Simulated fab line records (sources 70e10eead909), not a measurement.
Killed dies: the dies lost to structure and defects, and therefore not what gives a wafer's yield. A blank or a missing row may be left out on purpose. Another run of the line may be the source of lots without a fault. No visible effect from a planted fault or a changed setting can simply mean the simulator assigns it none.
A struck lot beside a sound one + flow nand_harc + 15 steps out of a route of 1159
Sound: these wafers, L794.2, L794.3, L794.4. Struck: wafer L800.2 (left out: L800.4, L800.5 of the same lot, which were not struck); the cause appears at the end.
Per side, at each step with rows, come the tool, then ch with its chambers, and then its first start. Under that, the readings that differ: sound wafers + struck wafers + difference of the means + sigmas: that difference in standard deviations of wafers without a fault.
alike: same words and numbers on both sides, and readings whose means sit less than 2 such deviations apart. not compared: any withheld reading, any reading some wafer has no value for, any bound like >300 that may hide the same value, and any number with overlapping values for which the record gives no deviation.
Wherever a step has rows on one side only, a row that says differs or no value, or a row with sigmas, the two part there. Numbers that don't overlap but have no deviation are shown without sigmas and don't part them. Lack of a reading on every wafer of one side parts them only where that side has two or more wafers.

first, 1 step without rows for these wafers: NHARC_A_ONON_D1_DEP_03 (target thk 1000 nm).
NHARC_A_ONON_D1_THK_MEAS_05: measures by ellipsometry.
  struck on film_metro-02, day 10 10:25; sound on film_metro-02, day 8 10:17
  alike: thk_nm
then, 1 step without rows for these wafers: NHARC_A_ONON_D1_DEP_06 (target thk 1000 nm).
NHARC_A_ONON_D1_THK_MEAS_08: measures by ellipsometry.
  struck on film_metro-01, day 10 10:59; sound on film_metro-01, day 8 10:52
  alike: thk_nm
then, 1 step without rows for these wafers: NHARC_A_ONON_D1_DEP_09 (target thk 1000 nm).
NHARC_A_ONON_D1_THK_MEAS_11: measures by ellipsometry.
  struck on film_metro-02, day 10 11:34; sound on film_metro-02, day 8 11:25
  alike: thk_nm
then, 1 step without rows for these wafers: NHARC_A_ONON_D1_DEP_12 (target thk 1000 nm).
NHARC_A_ONON_D1_THK_MEAS_14: measures by ellipsometry.
  struck on film_metro-01, day 10 12:07; sound on film_metro-01, day 8 11:59
| reading     | sound          | struck | difference | sigmas |
|-------------|----------------|--------|------------|--------|
| thk_nm (nm) | 1003 1005 1007 | 986    | -19        | -2     |
then, 2 steps without rows for these wafers: NHARC_A_ONON_D1_ANNEAL_15 (time 3600 s); NHARC_A_ONON_D1_DEP_16 (target thk 1000 nm).
NHARC_A_ONON_D1_THK_MEAS_18: measures by ellipsometry.
  struck on film_metro-02, day 10 19:16; sound on film_metro-02, day 8 18:57
  alike: thk_nm
NHARC_A_ONON_D1_DEP_19: target thk 1000 nm.
  sound on pecvd_onon-01 ch 0, day 8 19:12; struck on pecvd_onon-02 ch 0, day 10 19:22
  alike: susceptor_temp_C
NHARC_A_ONON_D1_THK_MEAS_21: measures by ellipsometry.
  struck on film_metro-02, day 10 19:50; sound on film_metro-02, day 8 19:40
| reading     | sound          | struck | difference | sigmas |
|-------------|----------------|--------|------------|--------|
| thk_nm (nm) | 1003 1002 1003 | 750    | -253       | -25    |
then, 1 step without rows for these wafers: NHARC_A_ONON_D1_DEP_22 (target thk 1000 nm).
-- the record jumps here: 12 days lie between the struck wafers' starts before and after (it left off in module A_ONON_D1 and takes up again in module END, whose first step shown is number 1159 of the route) --
NHARC_END_SORT_01:
  sound on prober-01 ch 0, day 21 10:58; struck on prober-01 ch 0, day 22 10:29
| reading         | sound    | struck | difference | sigmas |
|-----------------|----------|--------|------------|--------|
| killed_at_array | 30 28 32 | 673    | +643       | +64    |
| killed_dies     | 32 28 34 | 677    | +646       | +59    |
  alike: killed_at_other, killed_at_periphery, killed_open, killed_short

WHERE THEY PART
First at NHARC_A_ONON_D1_THK_MEAS_14; last, within this record, at NHARC_END_SORT_01.

WHY: what had been put in by the simulator
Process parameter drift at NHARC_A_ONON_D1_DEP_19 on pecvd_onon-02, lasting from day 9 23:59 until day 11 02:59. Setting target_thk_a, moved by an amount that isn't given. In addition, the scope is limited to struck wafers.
